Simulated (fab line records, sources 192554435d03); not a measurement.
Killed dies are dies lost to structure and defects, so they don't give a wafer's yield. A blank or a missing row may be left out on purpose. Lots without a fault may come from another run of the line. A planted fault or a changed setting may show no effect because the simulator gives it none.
Chamber matching | flow n5_finfet | N5_FIN_CUT_DESCUM_13 on rie_diel-05: 4 sister chambers
The step chemistry O2, time 7 s. 24 wafers are shown with their chamber, then 12 later ones without.

WAFERS WITH THEIR CHAMBER
wafer  | chamber | showerhead_plenum_p_Torr (Torr) | throttle_valve_pct (%) | oes_product_au (a.u.)
L074.1 | 0       | 2.05                            | 20.13                  | 0.81
L074.3 | 3       | 2.17                            | 20.55                  | 0.75
L074.4 | 2       | 2.13                            | 20.54                  | 0.80
L075.1 | 1       | 2.16                            | 20.44                  | 0.74
L075.4 | 2       | 2.13                            | 20.52                  | 0.79
L075.6 | 2       | 2.13                            | 20.54                  | 0.80
L077.3 | 0       | 2.04                            | 20.14                  | 0.80
L077.5 | 2       | 2.13                            | 20.56                  | 0.80
L077.6 | 1       | 2.16                            | 20.46                  | 0.73
L078.1 | 3       | 2.16                            | 20.53                  | 0.75
L078.2 | 2       | 2.13                            | 20.56                  | 0.79
L078.3 | 1       | 2.16                            | 20.45                  | 0.73
L079.2 | 3       | 2.16                            | 20.56                  | 0.73
L079.4 | 1       | 2.16                            | 20.47                  | 0.73
L079.5 | 2       | 2.13                            | 20.55                  | 0.78
L080.1 | 2       | 2.13                            | 20.56                  | 0.79
L080.4 | 3       | 2.16                            | 20.56                  | 0.75
L080.5 | 0       | 2.04                            | 20.15                  | 0.80
L081.1 | 1       | 2.16                            | 20.46                  | 0.72
L081.2 | 3       | 2.16                            | 20.56                  | 0.73
L081.6 | 0       | 2.04                            | 20.14                  | 0.81
L085.2 | 1       | 2.16                            | 20.48                  | 0.72
L085.4 | 0       | 2.04                            | 20.15                  | 0.79
L085.6 | 1       | 2.16                            | 20.49                  | 0.72

SIGNATURES (means of the wafers above)
reading                  | chamber 0 | chamber 1 | chamber 2 | chamber 3 | scatter within a chamber
showerhead_plenum_p_Torr | 2.0420    | 2.1600    | 2.1300    | 2.1620    | 0.00283
throttle_valve_pct       | 20.1420   | 20.4643   | 20.5471   | 20.5520   | 0.0143
oes_product_au           | 0.8020    | 0.7271    | 0.7929    | 0.7420    | 0.0085
Rule: a wafer's distance from a chamber is the root of the sum, over the readings, of the square of ((its reading less the chamber's mean) divided by the reading's scatter). The wafer belongs to the nearest chamber; if the next one is less than 2 further off, it can't be placed. The scatter: the root of (the sum of the squares of (reading less its chamber's mean) over the shown wafers, divided by (wafers less chambers)).

WAFERS WITHOUT THEIR CHAMBER
wafer  | showerhead_plenum_p_Torr (Torr) | throttle_valve_pct (%) | oes_product_au (a.u.)
L087.2 | 2.12                            | 20.58                  | 0.78
L087.4 | 2.04                            | 20.17                  | 0.79
L087.6 | 2.04                            | 20.17                  | 0.79
L089.1 | 2.12                            | 20.61                  | 0.77
L089.3 | 2.15                            | 20.48                  | 0.72
L089.6 | 2.16                            | 20.60                  | 0.73
L092.2 | 2.12                            | 20.58                  | 0.76
L092.3 | 2.03                            | 20.20                  | 0.78
L092.5 | 2.15                            | 20.51                  | 0.71
L096.3 | 2.15                            | 20.50                  | 0.70
L096.5 | 2.15                            | 20.59                  | 0.71
L096.6 | 2.12                            | 20.60                  | 0.75

WHICH CHAMBER EACH WENT THROUGH
wafer  | from the rows above     | in truth
L087.2 | 2                       | 2
L087.4 | 0                       | 0
L087.6 | 0                       | 0
L089.1 | 2                       | 2
L089.3 | 1                       | 1
L089.6 | 3                       | 3
L092.2 | 2                       | 2
L092.3 | 0                       | 0
L092.5 | can't be placed: 1 or 3 | 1
L096.3 | 1                       | 1
L096.5 | 3                       | 3
L096.6 | 2                       | 2
Placed correctly: 11 of 12. Can't be placed from these rows: 1 (the true chamber is among the candidates in 1). Placed wrongly: 0.
